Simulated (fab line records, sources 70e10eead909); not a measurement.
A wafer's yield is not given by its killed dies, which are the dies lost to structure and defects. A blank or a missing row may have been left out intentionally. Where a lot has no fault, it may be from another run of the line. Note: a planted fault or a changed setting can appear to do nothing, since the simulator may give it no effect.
The tool behind it: which one? + flow nand-harc + Sampling: 14 lots, 42 wafers, 6 of 1159 route steps

## WHAT THE GAUGES SHOWED, per wafer
NHARC_A_ONON_D1_THK_MEAS_05: measures by ellipsometry.
| lot  | measured     | on            | thk-nm (nm)    |
|------|--------------|---------------|----------------|
| L456 | day 7 16:32  | film-metro-02 | 999 997 999    |
| L457 | day 7 16:33  | film-metro-01 | 1009 1010 1012 |
| L458 | day 8 03:25  | film-metro-01 | 1004 1006 1004 |
| L460 | day 8 12:58  | film-metro-02 | 1000 999 999   |
| L461 | day 8 18:40  | film-metro-02 | 983 983 981    |
| L463 | day 9 06:19  | film-metro-01 | 993 994 994    |
| L464 | day 10 00:20 | film-metro-01 | 992 996 993    |
| L465 | day 10 00:22 | film-metro-02 | 1005 1002 1002 |
| L466 | day 10 12:33 | film-metro-02 | 990 990 990    |
| L467 | day 10 12:34 | film-metro-02 | 994 994 992    |
| L474 | day 11 23:26 | film-metro-02 | 991 993 993    |
| L475 | day 12 03:18 | film-metro-02 | 999 999 1001   |
| L477 | day 12 16:23 | film-metro-01 | 1011 1013 1010 |
| L478 | day 13 01:43 | film-metro-01 | 994 993 994    |

NHARC_A_ONON_D1_THK_MEAS_14: measures by ellipsometry.
| lot  | measured     | on            | thk-nm (nm)    |
|------|--------------|---------------|----------------|
| L456 | day 7 18:14  | film-metro-02 | 987 986 986    |
| L457 | day 7 18:15  | film-metro-01 | 994 992 992    |
| L458 | day 8 05:08  | film-metro-01 | 1004 1004 1006 |
| L460 | day 8 14:40  | film-metro-02 | 978 980 978    |
| L461 | day 8 20:22  | film-metro-01 | 1001 1001 1003 |
| L463 | day 9 08:00  | film-metro-02 | 1009 1010 1010 |
| L464 | day 10 02:03 | film-metro-02 | 1010 1010 1011 |
| L465 | day 10 02:05 | film-metro-02 | 990 990 990    |
| L466 | day 10 14:14 | film-metro-02 | 1014 1014 1015 |
| L467 | day 10 14:16 | film-metro-02 | 991 993 992    |
| L474 | day 12 01:10 | film-metro-02 | 1006 1007 1006 |
| L475 | day 12 04:59 | film-metro-01 | 1002 1003 1003 |
| L477 | day 12 18:04 | film-metro-01 | 1001 1001 999  |
| L478 | day 13 03:25 | film-metro-02 | 999 1000 1002  |

NHARC_A_ONON_D1_THK_MEAS_18: measures by ellipsometry.
| lot  | measured     | on            | thk-nm (nm)                   |
|------|--------------|---------------|-------------------------------|
| L456 | day 8 01:22  | film-metro-01 | 999 1000 999                  |
| L457 | day 8 01:22  | film-metro-01 | 982 984 983                   |
| L458 | day 8 13:30  | film-metro-01 | 1005 1004 1004                |
| L460 | day 8 23:46  | film-metro-02 | 1004 1002 1005                |
| L461 | day 9 03:29  | film-metro-01 | 1006 1006 1006                |
| L463 | day 9 13:34  | film-metro-01 | 1004 1007 1006                |
| L464 | day 10 09:12 | film-metro-01 | 1000 1002 1001                |
| L465 | day 10 09:11 | film-metro-01 | 995 996 993                   |
| L466 | day 10 21:39 | film-metro-02 | 1025 1026 1024                |
| L467 | day 10 21:40 | film-metro-01 | 995 995 995                   |
| L474 | day 12 08:13 | film-metro-02 | 1546 1546 1546 1545 1544 1548 |
| L475 | day 12 17:18 | film-metro-02 | 1548 1547 1546 1548 1546 1547 |
| L477 | day 13 01:10 | film-metro-02 | 989 991 991                   |
| L478 | day 13 10:33 | film-metro-02 | 989 990 993                   |

NHARC_A_ONON_D1_THK_MEAS_34: measures by ellipsometry.
| lot  | measured     | on            | thk-nm (nm) |
|------|--------------|---------------|-------------|
| L456 | day 8 04:07  | film-metro-01 | 200 200 200 |
| L457 | day 8 04:15  | film-metro-02 | 196 207 204 |
| L458 | day 8 16:17  | film-metro-01 | 198 202 204 |
| L460 | day 9 02:29  | film-metro-02 | 197 200 200 |
| L461 | day 9 06:49  | film-metro-02 | 198 203 202 |
| L463 | day 9 16:28  | film-metro-02 | 198 202 204 |
| L464 | day 10 12:11 | film-metro-01 | 199 200 202 |
| L465 | day 10 11:55 | film-metro-01 | 203 200 207 |
| L466 | day 11 00:29 | film-metro-02 | 199 203 203 |
| L467 | day 11 00:35 | film-metro-01 | 194 201 200 |
| L477 | day 13 03:57 | film-metro-02 | 196 195 200 |
| L478 | day 13 13:17 | film-metro-01 | 203 203 206 |

NHARC_END_SORT_01.
| lot  | measured     | on        | defect-limited-yield (%) | killed-at-array | killed-at-other | killed-at-periphery | killed-dies | killed-open | killed-short | sort_bin_2_pct (%) | sort_bin_3_pct (%) | sort_bin_4_pct (%) | sort-n-pass | sort-rim-yield-pct (%) | sort-yield-pct (%) |
|------|--------------|-----------|--------------------------|-----------------|-----------------|---------------------|-------------|-------------|--------------|--------------------|--------------------|--------------------|-------------|------------------------|--------------------|
| L456 | day 22 17:01 | prober-02 | 95.6 97.2 95.7           | 27 17 27        | 0 0 0           | 3 2 2               | 30 19 29    | 4 3 4       | 2 2 3        | 0.9 0.9 1.0        | 0 0 0.15           | 3.5 1.9 3.1        | 647 658 648 | 96 93 92               | 95.6 97.2 95.7     |
| L457 | day 22 09:58 | prober-02 | 94.5 93.9 94.4           | 33 38 32        | 0 0 0           | 4 3 6               | 37 41 38    | 3 3 6       | 1 3 3        | 2.4 1.9 2.1        | 0.30 0.30 0.59     | 2.8 3.8 3.0        | 640 636 639 | 95 98 89               | 94.5 93.9 94.4     |
| L463 | day 23 08:41 | prober-02 | 95.6 94.2 97.2           | 28 39 18        | 0 0 0           | 2 0 1               | 30 39 19    | 3 5 1       | 3 1 0        | 1.3 2.5 0.7        | 0.15 0 0           | 3.0 3.2 2.1        | 647 638 658 | 96 97 93               | 95.6 94.2 97.2     |
| L464 | day 24 00:25 | prober-02 | 93.5 95.9 91.6           | 43 26 45        | 0 0 1           | 1 2 11              | 44 28 57    | 6 2 3       | 0 1 2        | 1.2 1.2 2.5        | 0.44 0.15 0.15     | 4.9 2.8 5.8        | 633 649 620 | 96 91 94               | 93.5 95.9 91.6     |
| L465 | day 24 08:08 | prober-02 | 97.5 97.5 97.5           | 16 14 13        | 0 0 1           | 1 3 3               | 17 17 17    | 2 4 2       | 4 1 0        | 0.4 0.4 1.0        | 0.15 0 0           | 1.9 2.1 1.5        | 660 660 660 | 95 96 96               | 97.5 97.5 97.5     |
| L466 | day 24 01:52 | prober-01 | 94.7 95.9 95.9           | 32 26 22        | 0 0 0           | 4 2 6               | 36 28 28    | 8 3 7       | 2 1 2        | 1.8 1.2 1.3        | 0.30 0.15 0.15     | 3.2 2.8 2.7        | 641 649 649 | 95 100 90              | 94.7 95.9 95.9     |
| L467 | day 23 10:12 | prober-01 | 94.5 96.5 95.3           | 37 16 31        | 0 1 0           | 0 7 1               | 37 24 32    | 4 3 3       | 2 1 3        | 1.2 0.6 1.5        | 0.15 0.30 0        | 4.1 2.7 3.2        | 640 653 645 | 96 95 98               | 94.5 96.5 95.3     |

## WHAT TOOL EACH LOT RAN ON (gives the tool, then ch and the chambers of the sampled wafers, and finally the start)
| lot  | NHARC_A_ONON_D1_DEP_16           |
|------|----------------------------------|
| L456 | pecvd-onon-03 ch 0, day 8 00:52  |
| L457 | pecvd-onon-02 ch 0, day 8 00:55  |
| L458 | pecvd-onon-02 ch 0, day 8 12:59  |
| L460 | pecvd-onon-01 ch 0, day 8 23:15  |
| L461 | pecvd-onon-01 ch 0, day 9 02:58  |
| L463 | pecvd-onon-03 ch 0, day 9 13:03  |
| L464 | pecvd-onon-03 ch 0, day 10 08:41 |
| L465 | pecvd-onon-02 ch 0, day 10 08:41 |
| L466 | pecvd-onon-02 ch 0, day 10 21:15 |
| L467 | pecvd-onon-03 ch 0, day 10 21:16 |
| L474 | pecvd-onon-02 ch 0, day 12 07:43 |
| L475 | pecvd-onon-02 ch 0, day 12 16:48 |
| L477 | pecvd-onon-01 ch 0, day 13 00:40 |
| L478 | pecvd-onon-01 ch 0, day 13 10:05 |
- NHARC_A_ONON_D1_DEP_16: target thk 1000 nm.

## WHAT THE TOOLS THEMSELVES READ (means of the sampled wafers that have a number; where no wafer has one, the mark that the record gives instead)
NHARC_A_ONON_D1_DEP_16.
| lot  | tool          | nh3-flow-sccm (sccm) |
|------|---------------|----------------------|
| L456 | pecvd-onon-03 | 501.3                |
| L457 | pecvd-onon-02 | 500.8                |
| L458 | pecvd-onon-02 | 501.7                |
| L460 | pecvd-onon-01 | 499.1                |
| L461 | pecvd-onon-01 | 500.2                |
| L463 | pecvd-onon-03 | 500.6                |
| L464 | pecvd-onon-03 | 501.8                |
| L465 | pecvd-onon-02 | 500.3                |
| L466 | pecvd-onon-02 | 500.4                |
| L467 | pecvd-onon-03 | 500.4                |
| L474 | pecvd-onon-02 | 500.1                |
| L475 | pecvd-onon-02 | 500.1                |
| L477 | pecvd-onon-01 | 499.1                |
| L478 | pecvd-onon-01 | 500.6                |

## THE ANSWER, worked out from the rows above alone
Rule: what is usual is taken from the lots themselves. The widest of any qualifying gaps counts: lots, ordered by their means at a reading, are off when they make up no more than a third of the lots, leave a main group of 4 or more, and stand apart from it by 3 or more times the standard deviation of that group's means. A main group is skipped when, at the precision printed for the reading in the tables above, its means are all equal. A lot without any number at a reading at which 4 lots or more have one is off too. Where the step has rows for the other lots, those lots are counted as sound. Order of review: gauges by route order, followed by the tools' own readings, for which a lot's mean as printed above is used. At the first step where some lot is off, the reading lying furthest off is the one used; lots without a number count as furthest.
Off: L474, L475 (NHARC_A_ONON_D1_THK_MEAS_18, thk-nm). For the main group the mean is 1000 nm and the standard deviation 10.
If a tool, at a process step before that reading, ran all the lots that are off and no sound lot after the first of them, it fits. Gauges at NHARC_A_ONON_D1_THK_MEAS_18: tried the same way as those tools. One fits: NHARC_A_ONON_D1_DEP_16 on pecvd-onon-02. A fault onset in the window from L466 (day 10 21:15, its last sound lot) to L474 (day 12 07:43, its first lot off) fits.

## WHAT HAD BEEN PUT IN BY THE SIMULATOR
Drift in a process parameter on pecvd-onon-02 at NHARC_A_ONON_D1_DEP_16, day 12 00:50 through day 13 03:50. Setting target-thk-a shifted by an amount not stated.
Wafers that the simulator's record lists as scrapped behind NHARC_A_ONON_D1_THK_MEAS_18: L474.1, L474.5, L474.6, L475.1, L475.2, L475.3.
Struck lots among those shown: L474, L475. The rule above found the same.
